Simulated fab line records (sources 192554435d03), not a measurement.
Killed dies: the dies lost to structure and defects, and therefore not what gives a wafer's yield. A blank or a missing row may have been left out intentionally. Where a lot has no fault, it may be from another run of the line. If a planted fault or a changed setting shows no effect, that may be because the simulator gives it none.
Which tool was responsible? + flow n5 finfet + 14 lots, 42 wafers sampled, at 8 steps of a route of 1938

== WHAT THE GAUGES READ, wafer by wafer ==
N5_BEOL_M0_SAQP_THK_MEAS_05. Usual: thk nm 59.4 nm, standard deviation 0.69.
| lot  | measured     | on            | thk nm (nm)    | flag |
|------|--------------|---------------|----------------|------|
| L429 | day 5 16:18  | film metro-01 | 58.4 58.8 59.6 |      |
| L430 | day 6 06:14  | film metro-02 | 59.0 60.7 60.2 |      |
| L432 | day 6 09:28  | film metro-02 | 58.9 60.2 60.0 |      |
| L433 | day 6 14:30  | film metro-01 | 59.6 59.3 61.1 |      |
| L434 | day 6 22:08  | film metro-01 | 60.1 60.5 60.3 |      |
| L436 | day 7 08:31  | film metro-01 | 59.9 59.1 59.9 |      |
| L437 | day 7 15:51  | film metro-02 | 59.2 59.1 59.8 |      |
| L438 | day 8 09:10  | film metro-01 | 59.3 60.5 61.0 |      |
| L444 | day 9 09:48  | film metro-01 | 22.7 22.9 22.6 | OFF  |
| L445 | day 9 16:40  | film metro-01 | 23.2 23.1 22.9 | OFF  |
| L448 | day 10 11:13 | film metro-01 | 59.5 59.8 60.2 |      |
| L449 | day 10 16:58 | film metro-01 | 58.9 58.2 60.2 |      |
| L450 | day 10 22:40 | film metro-02 | 59.8 59.1 59.5 |      |
| L451 | day 11 03:02 | film metro-01 | 59.5 60.5 60.1 |      |

N5_BEOL_M0_SAQP_CD_MEAS_25 targets a cd of 13.1 nm. Usual: cd nm 12.77 nm, standard deviation 0.21.
| lot  | measured     | on        | cd nm (nm)        | flag |
|------|--------------|-----------|-------------------|------|
| L429 | day 5 18:35  | cd sem-03 | 12.84 12.73 12.54 |      |
| L430 | day 6 08:31  | cd sem-01 | 12.54 13.04 13.07 |      |
| L432 | day 6 12:31  | cd sem-01 | 12.73 12.96 12.64 |      |
| L433 | day 6 16:59  | cd sem-03 | 12.91 12.91 12.76 |      |
| L434 | day 7 00:13  | cd sem-03 | 12.67 12.96 12.61 |      |
| L436 | day 7 11:40  | cd sem-01 | 12.88 12.80 12.92 |      |
| L437 | day 7 18:13  | cd sem-02 | 12.77 12.98 12.78 |      |
| L438 | day 8 11:18  | cd sem-02 | 13.03 12.77 12.43 |      |
| L444 | day 9 12:41  | cd sem-02 | - - -             | OFF  |
| L445 | day 9 19:03  | cd sem-01 | - - -             | OFF  |
| L448 | day 10 13:14 | cd sem-03 | 12.90 12.71 12.76 |      |
| L449 | day 10 19:22 | cd sem-01 | 12.42 12.84 12.89 |      |
| L450 | day 11 00:48 | cd sem-01 | 12.80 12.57 12.65 |      |
| L451 | day 11 05:27 | cd sem-03 | 12.67 12.43 13.08 |      |

N5_BEOL_M4_RC_MEAS_101. Usual: DIBL_N 36.0 mV/V, standard deviation 1.4; DIBL_P 36.1 mV/V, standard deviation 1.4; IOFF_N 0.153 nA/um, standard deviation 0.02; IOFF_P 0.211 nA/um, standard deviation 0.026; ION_N 673 uA/um, standard deviation 8.7; ION_P 463 uA/um, standard deviation 6.7; SS_N 71.5 mV/dec, standard deviation 0.5; SS_P 73.3 mV/dec, standard deviation 0.54; VT_N 250.1 mV, standard deviation 2.4; VT_P -250.2 mV, standard deviation 2.9.
| lot  | measured     | on        | DIBL_N (mV/V)  | DIBL_P (mV/V)  | IOFF_N (nA/um)    | IOFF_P (nA/um)    | ION_N (uA/um) | ION_P (uA/um) | SS_N (mV/dec)  | SS_P (mV/dec)  | VT_N (mV)         | VT_P (mV)            | flag |
|------|--------------|-----------|----------------|----------------|-------------------|-------------------|---------------|---------------|----------------|----------------|-------------------|----------------------|------|
| L429 | day 8 12:46  | prober-01 | 36.9 34.7 35.8 | 35.7 33.8 34.9 | 0.169 0.130 0.143 | 0.195 0.173 0.187 | 674 668 673   | 459 460 456   | 72.0 71.6 71.6 | 73.6 72.5 73.9 | 250.0 255.9 253.5 | -252.6 -253.0 -253.9 |      |
| L430 | day 9 12:45  | prober-01 | 35.9 34.6 34.8 | 37.2 35.3 35.5 | 0.165 0.135 0.134 | 0.230 0.205 0.207 | 680 672 662   | 463 465 465   | 71.5 71.2 71.1 | 74.1 73.6 73.3 | 247.7 252.1 254.0 | -247.0 -247.1 -249.6 |      |
| L432 | day 9 10:25  | prober-02 | 34.5 35.4 37.4 | 35.0 36.9 38.7 | 0.131 0.152 0.186 | 0.171 0.188 0.217 | 666 674 685   | 456 463 463   | 71.5 70.7 71.4 | 72.7 74.0 73.5 | 252.6 249.2 247.3 | -254.4 -253.0 -250.4 |      |
| L433 | day 9 21:12  | prober-02 | 39.5 38.2 39.3 | 39.0 37.3 38.9 | 0.195 0.171 0.192 | 0.247 0.214 0.249 | 684 676 687   | 470 467 472   | 71.6 71.2 71.3 | 74.6 73.8 74.3 | 245.6 248.8 249.0 | -248.0 -250.4 -251.1 |      |
| L434 | day 10 01:04 | prober-01 | 36.3 34.7 35.5 | 36.8 34.4 34.8 | 0.154 0.122 0.134 | 0.216 0.195 0.189 | 672 658 662   | 462 461 455   | 71.3 70.6 71.8 | 73.6 72.6 72.5 | 253.1 253.3 253.9 | -250.0 -252.4 -252.3 |      |
| L436 | day 10 23:22 | prober-01 | 37.4 36.4 38.7 | 38.2 36.8 39.7 | 0.177 0.162 0.215 | 0.241 0.219 0.275 | 680 678 690   | 465 466 469   | 72.0 71.5 72.2 | 73.2 72.6 73.7 | 249.7 248.2 247.5 | -247.3 -247.1 -246.1 |      |
| L437 | day 11 06:45 | prober-01 | 34.6 34.2 35.7 | 35.7 35.0 36.7 | 0.140 0.127 0.151 | 0.202 0.192 0.220 | 667 671 683   | 464 464 470   | 71.3 70.6 72.0 | 73.1 73.6 73.2 | 250.4 252.5 249.6 | -249.8 -248.7 -248.1 |      |
| L438 | day 11 23:56 | prober-02 | 39.0 36.5 34.7 | 39.5 36.3 33.6 | 0.212 0.155 0.127 | 0.261 0.206 0.164 | 686 664 661   | 467 463 454   | 72.0 71.4 70.8 | 74.4 73.7 72.8 | 245.7 248.2 253.4 | -248.4 -250.4 -255.1 |      |
| L448 | day 13 11:46 | prober-01 | 36.4 35.9 36.6 | 37.7 36.6 37.7 | 0.149 0.147 0.155 | 0.211 0.201 0.210 | 674 670 676   | 466 463 465   | 71.7 72.0 71.9 | 73.7 72.8 73.6 | 251.9 250.3 248.7 | -251.6 -251.4 -251.9 |      |
| L449 | day 15 11:11 | prober-02 | 34.5 33.6 34.5 | 36.3 33.6 35.7 | 0.150 0.121 0.142 | 0.208 0.162 0.187 | 664 659 665   | 459 449 454   | 70.8 70.5 70.2 | 73.9 73.1 72.9 | 246.7 250.9 249.3 | -250.5 -253.8 -254.0 |      |
| L450 | day 13 19:11 | prober-01 | 35.5 35.1 36.6 | 34.3 34.3 35.9 | 0.139 0.139 0.153 | 0.185 0.189 0.216 | 659 669 662   | 456 459 462   | 71.2 71.4 71.1 | 72.3 72.9 72.4 | 250.1 253.1 252.1 | -250.4 -250.0 -251.4 |      |
| L451 | day 14 15:33 | prober-01 | 34.3 33.8 34.8 | 36.0 35.2 36.4 | 0.141 0.135 0.147 | 0.198 0.188 0.205 | 673 665 668   | 466 460 463   | 71.7 71.2 71.6 | 73.2 73.0 73.7 | 251.4 251.8 250.1 | -252.4 -251.7 -252.6 |      |

== WHICH TOOL RAN EACH LOT (tool, then ch and the chambers of the sampled wafers, then the start) ==
| lot  | N5_MOL_CONTACT_COAG_VIA_ETCH_117   | N5_MOL_CONTACT_COAG_STRIP_49         | N5_MOL_CONTACT_COAG_CVD_140   | N5_BEOL_M0_SAQP_PECVD_04       | N5_BEOL_M0_SAQP_MANDREL_ETCH_20  |
|------|------------------------------------|--------------------------------------|-------------------------------|--------------------------------|----------------------------------|
| L429 | rie diel-04 ch 0,2, day 5 08:50    | plasma asher-02 ch 0,1, day 5 09:02  | cvd w-02 ch 0,1, day 5 09:19  | pecvd-02 ch 0,1,2, day 5 16:12 | rie si-03 ch 0,1, day 5 17:08    |
| L430 | rie diel-04 ch 0,3, day 5 18:17    | plasma asher-02 ch 0,1, day 5 18:34  | cvd w-01 ch 0, day 5 18:50    | pecvd-02 ch 0,1, day 6 06:06   | rie si-04 ch 1,2,3, day 6 07:13  |
| L432 | rie diel-04 ch 0,3, day 6 02:11    | plasma asher-02 ch 0,1, day 6 02:24  | cvd w-02 ch 0,1, day 6 02:40  | pecvd-02 ch 0,1,2, day 6 09:23 | rie si-03 ch 2,3, day 6 10:20    |
| L433 | rie diel-05 ch 0,3, day 6 09:13    | plasma asher-02 ch 0, day 6 09:25    | cvd w-01 ch 0,1, day 6 09:41  | pecvd-04 ch 0,1,2, day 6 14:24 | rie si-02 ch 2,3, day 6 15:20    |
| L434 | rie diel-01 ch 2,3, day 6 16:25    | plasma asher-02 ch 0,1, day 6 16:38  | cvd w-01 ch 0,1, day 6 16:59  | pecvd-02 ch 1,2, day 6 22:02   | rie si-03 ch 0,1,2, day 6 22:52  |
| L436 | rie diel-01 ch 0,1,3, day 7 02:42  | plasma asher-01 ch 0,1, day 7 02:54  | cvd w-01 ch 0,1, day 7 03:11  | pecvd-02 ch 0,1,2, day 7 08:25 | rie si-02 ch 1,2, day 7 09:14    |
| L437 | rie diel-05 ch 0,1,3, day 7 09:10  | plasma asher-01 ch 1, day 7 09:22    | cvd w-02 ch 1, day 7 09:38    | pecvd-04 ch 0,2, day 7 15:45   | rie si-02 ch 1,2,3, day 7 16:56  |
| L438 | rie diel-04 ch 0,1,2, day 8 01:35  | plasma asher-02 ch 0,1, day 8 01:48  | cvd w-02 ch 0,1, day 8 02:08  | pecvd-03 ch 0,2, day 8 09:04   | rie si-03 ch 0,2,3, day 8 10:00  |
| L444 | rie diel-01 ch 1,2,3, day 9 01:40  | plasma asher-01 ch 0,1, day 9 01:52  | cvd w-01 ch 0,1, day 9 02:09  | pecvd-03 ch 0,1,2, day 9 09:43 | rie si-02 ch 0,1,3, day 9 10:49  |
| L445 | rie diel-01 ch 0,2,3, day 9 10:23  | plasma asher-02 ch 0,1, day 9 10:36  | cvd w-02 ch 0,1, day 9 11:09  | pecvd-02 ch 0,1, day 9 16:34   | rie si-02 ch 1,2,3, day 9 17:46  |
| L448 | rie diel-04 ch 1,2, day 10 06:13   | plasma asher-01 ch 0,1, day 10 06:26 | cvd w-02 ch 0,1, day 10 06:47 | pecvd-02 ch 0,1, day 10 11:07  | rie si-02 ch 0,1,3, day 10 11:56 |
| L449 | rie diel-05 ch 0,1,2, day 10 10:09 | plasma asher-02 ch 0,1, day 10 10:21 | cvd w-02 ch 0,1, day 10 10:38 | pecvd-04 ch 0,2, day 10 16:53  | rie si-04 ch 2,3, day 10 18:05   |
| L450 | rie diel-05 ch 1,2,3, day 10 16:45 | plasma asher-01 ch 0,1, day 10 16:57 | cvd w-02 ch 0,1, day 10 17:14 | pecvd-03 ch 0,1, day 10 22:34  | rie si-04 ch 1,3, day 10 23:31   |
| L451 | rie diel-01 ch 0,1,2, day 10 20:27 | plasma asher-01 ch 0,1, day 10 20:40 | cvd w-02 ch 0,1, day 10 21:01 | pecvd-02 ch 0,1, day 11 02:56  | rie si-02 ch 0,3, day 11 03:46   |
- N5_MOL_CONTACT_COAG_VIA_ETCH_117: etches SiO2 in C4F6/O2, target depth 40 nm, overetch 8 nm, time 26 s.
- N5_MOL_CONTACT_COAG_STRIP_49: strips in N2/H2, time 30 s.
- N5_MOL_CONTACT_COAG_CVD_140: deposits W, target thk 66.5 nm, time 215 s.
- N5_BEOL_M0_SAQP_PECVD_04: deposits a-Si from SiH4/He, target thk 60 nm, time 60.2 s.
- N5_BEOL_M0_SAQP_MANDREL_ETCH_20: etches a-Si in HBr/Cl2, stops on SiNx, target depth 60 nm, bt time 10 s, time 30 s.

== AS READ BY THE TOOLS THEMSELVES (means over the sampled wafers that have a number; for cases with no such wafer, the mark the record gives instead) ==
N5_MOL_CONTACT_COAG_VIA_ETCH_117. Usual: O2_flow_sccm 10.00 sccm, standard deviation 0.031; drypump motor current A 5.8 A, standard deviation 0.45; oes_f_703_au 0.75 a.u., standard deviation 0.053; oes product au 0.68 a.u., standard deviation 0.049; rf vpp V 1581 V, standard deviation 16; showerhead plenum p Torr 2.83 Torr, standard deviation 0.098; throttle valve pct 41.2 %, standard deviation 0.34.
| lot  | tool        | O2_flow_sccm (sccm) | drypump motor current A (A) | oes_f_703_au (a.u.) | oes product au (a.u.) | rf vpp V (V) | showerhead plenum p Torr (Torr) | throttle valve pct (%) | flag |
|------|-------------|---------------------|-----------------------------|---------------------|-----------------------|--------------|---------------------------------|------------------------|------|
| L429 | rie diel-04 | 10.04               | 5.9                         | 0.74                | 0.66                  | 1573         | 2.86                            | 41.0                   |      |
| L430 | rie diel-04 | 10.00               | 6.4                         | 0.85                | 0.77                  | 1587         | 2.93                            | 40.9                   |      |
| L432 | rie diel-04 | 9.99                | 6.4                         | 0.84                | 0.76                  | 1588         | 2.93                            | 40.9                   |      |
| L433 | rie diel-05 | 10.00               | 5.4                         | 0.73                | 0.66                  | 1600         | 2.80                            | 41.6                   |      |
| L434 | rie diel-01 | 9.97                | 5.7                         | 0.73                | 0.65                  | 1565         | 2.85                            | 41.2                   |      |
| L436 | rie diel-01 | 10.00               | 5.5                         | 0.75                | 0.67                  | 1583         | 2.80                            | 41.1                   |      |
| L437 | rie diel-05 | 9.96                | 5.2                         | 0.77                | 0.69                  | 1595         | 2.84                            | 41.5                   |      |
| L438 | rie diel-04 | 10.00               | 5.8                         | 0.76                | 0.67                  | 1568         | 2.80                            | 40.9                   |      |
| L444 | rie diel-01 | 10.01               | 5.7                         | 0.71                | 0.64                  | 1570         | 2.81                            | 41.0                   |      |
| L445 | rie diel-01 | 9.97                | 5.5                         | 0.73                | 0.66                  | 1577         | 2.82                            | 41.3                   |      |
| L448 | rie diel-04 | 10.02               | 5.8                         | 0.75                | 0.67                  | 1558         | 2.80                            | 41.0                   |      |
| L449 | rie diel-05 | 10.02               | 5.3                         | 0.75                | 0.67                  | 1597         | 2.90                            | 41.4                   |      |
| L450 | rie diel-05 | 9.97                | 5.6                         | 0.76                | 0.68                  | 1591         | 2.84                            | 41.5                   |      |
| L451 | rie diel-01 | 9.99                | 5.8                         | 0.73                | 0.65                  | 1574         | 2.75                            | 41.3                   |      |

N5_MOL_CONTACT_COAG_STRIP_49. Usual: drypump motor current A 5.9 A, standard deviation 0.49; heater power w 306 W, standard deviation 19; n2 flow sccm 1751 sccm, standard deviation 5.
| lot  | tool            | drypump motor current A (A) | heater power w (W) | n2 flow sccm (sccm) | flag |
|------|-----------------|-----------------------------|--------------------|---------------------|------|
| L429 | plasma asher-02 | 5.7                         | 318                | 1750                |      |
| L430 | plasma asher-02 | 5.7                         | 321                | 1754                |      |
| L432 | plasma asher-02 | 5.7                         | 322                | 1754                |      |
| L433 | plasma asher-02 | 6.1                         | 320                | 1756                |      |
| L434 | plasma asher-02 | 5.7                         | 325                | 1752                |      |
| L436 | plasma asher-01 | 6.2                         | 296                | 1749                |      |
| L437 | plasma asher-01 | 6.4                         | 303                | 1751                |      |
| L438 | plasma asher-02 | 5.7                         | 324                | 1751                |      |
| L444 | plasma asher-01 | 6.2                         | 293                | 1748                |      |
| L445 | plasma asher-02 | 5.7                         | 320                | 1752                |      |
| L448 | plasma asher-01 | 6.1                         | 285                | 1751                |      |
| L449 | plasma asher-02 | 5.7                         | 326                | 1752                |      |
| L450 | plasma asher-01 | 6.1                         | 286                | 1747                |      |
| L451 | plasma asher-01 | 6.2                         | 299                | 1751                |      |

N5_MOL_CONTACT_COAG_CVD_140. Usual: heater power w 498 W, standard deviation 31.
| lot  | tool     | heater power w (W) | flag |
|------|----------|--------------------|------|
| L429 | cvd w-02 | 474                |      |
| L430 | cvd w-01 | 547                |      |
| L432 | cvd w-02 | 470                |      |
| L433 | cvd w-01 | 536                |      |
| L434 | cvd w-01 | 530                |      |
| L436 | cvd w-01 | 539                |      |
| L437 | cvd w-02 | 494                |      |
| L438 | cvd w-02 | 479                |      |
| L444 | cvd w-01 | 546                |      |
| L445 | cvd w-02 | 476                |      |
| L448 | cvd w-02 | 480                |      |
| L449 | cvd w-02 | 479                |      |
| L450 | cvd w-02 | 482                |      |
| L451 | cvd w-02 | 477                |      |

N5_BEOL_M0_SAQP_PECVD_04. Usual: chamber pressure Torr 3.000 Torr, standard deviation 0.0065; heater power outer w 405 W, standard deviation 54; heater power w 665 W, standard deviation 80; showerhead plenum p Torr 5.68 Torr, standard deviation 0.042; throttle valve pct 18.6 %, standard deviation 0.97.
| lot  | tool     | chamber pressure Torr (Torr) | heater power outer w (W) | heater power w (W) | showerhead plenum p Torr (Torr) | throttle valve pct (%) | flag |
|------|----------|------------------------------|--------------------------|--------------------|---------------------------------|------------------------|------|
| L429 | pecvd-02 | 3.001                        | 418                      | 674                | 5.70                            | 18.9                   |      |
| L430 | pecvd-02 | 3.002                        | 392                      | 626                | 5.71                            | 19.0                   |      |
| L432 | pecvd-02 | 3.005                        | 414                      | 660                | 5.70                            | 18.9                   |      |
| L433 | pecvd-04 | 3.001                        | 380                      | 635                | 5.63                            | 17.8                   |      |
| L434 | pecvd-02 | 3.005                        | 477                      | 761                | 5.70                            | 19.1                   |      |
| L436 | pecvd-02 | 3.001                        | 430                      | 694                | 5.69                            | 19.0                   |      |
| L437 | pecvd-04 | 3.002                        | 382                      | 639                | 5.64                            | 16.6                   |      |
| L438 | pecvd-03 | 2.997                        | 405                      | 682                | 5.68                            | 18.3                   |      |
| L444 | pecvd-03 | -                            | -                        | -                  | -                               | -                      | OFF  |
| L445 | pecvd-02 | -                            | -                        | -                  | -                               | -                      | OFF  |
| L448 | pecvd-02 | 3.004                        | 427                      | 676                | 5.72                            | 19.2                   |      |
| L449 | pecvd-04 | 2.995                        | 382                      | 632                | 5.64                            | 16.8                   |      |
| L450 | pecvd-03 | 2.996                        | 353                      | 578                | 5.69                            | 18.6                   |      |
| L451 | pecvd-02 | 2.998                        | 444                      | 706                | 5.71                            | 19.3                   |      |

N5_BEOL_M0_SAQP_MANDREL_ETCH_20. Usual: drypump motor current A 5.7 A, standard deviation 0.5; he backside leak sccm 2.9 sccm, standard deviation 0.44; oes product au 0.767 a.u., standard deviation 0.011; throttle valve pct 35.40 %, standard deviation 0.26.
| lot  | tool      | drypump motor current A (A) | he backside leak sccm (sccm) | oes product au (a.u.) | throttle valve pct (%) | flag |
|------|-----------|-----------------------------|------------------------------|-----------------------|------------------------|------|
| L429 | rie si-03 | 5.4                         | 2.7                          | 0.774                 | 35.41                  |      |
| L430 | rie si-04 | 5.6                         | 2.5                          | 0.776                 | 35.37                  |      |
| L432 | rie si-03 | 5.8                         | 3.3                          | 0.763                 | 35.07                  |      |
| L433 | rie si-02 | 6.1                         | 2.5                          | 0.765                 | 35.52                  |      |
| L434 | rie si-03 | 5.7                         | 3.0                          | 0.781                 | 35.23                  |      |
| L436 | rie si-02 | 6.3                         | 3.2                          | 0.765                 | 35.49                  |      |
| L437 | rie si-02 | 6.2                         | 2.9                          | 0.762                 | 35.55                  |      |
| L438 | rie si-03 | 5.5                         | 3.0                          | 0.776                 | 35.23                  |      |
| L444 | rie si-02 | 6.0                         | 3.0                          | 0.324                 | 36.46                  | OFF  |
| L445 | rie si-02 | 6.2                         | 2.7                          | 0.324                 | 36.43                  | OFF  |
| L448 | rie si-02 | 6.0                         | 2.9                          | 0.766                 | 35.58                  |      |
| L449 | rie si-04 | 5.3                         | 2.6                          | 0.770                 | 35.30                  |      |
| L450 | rie si-04 | 5.5                         | 3.5                          | 0.765                 | 35.52                  |      |
| L451 | rie si-02 | 5.5                         | 2.8                          | 0.764                 | 35.59                  |      |

== THE ANSWER, worked out from the rows above alone ==
Rule: a lot is off if the mean of its wafers that have a number lies more than 3 standard deviations from the usual mean. Also off: a lot with no number at a reading for which 4 or more lots have one. All remaining lots with rows at the step are treated as sound. First the gauges in route order, then the tools' own readings, where a lot's mean is used as printed above. The first step at which some lot is off is used, and at that step the reading that is off furthest; a lot without a number counts as furthest.
Off, at N5_BEOL_M0_SAQP_THK_MEAS_05 on thk nm: L444, L445.
If a tool, at a process step before that reading, ran all the lots that are off and no sound lot after the first of them, it fits. Not tried: the gauges at N5_BEOL_M0_SAQP_THK_MEAS_05; whatever is off there is also off at N5_BEOL_M0_SAQP_CD_MEAS_25, on other tools, and gauge error can't account for it. Of those tried, none fits.

== WHAT THE SIMULATOR PUT IN ==
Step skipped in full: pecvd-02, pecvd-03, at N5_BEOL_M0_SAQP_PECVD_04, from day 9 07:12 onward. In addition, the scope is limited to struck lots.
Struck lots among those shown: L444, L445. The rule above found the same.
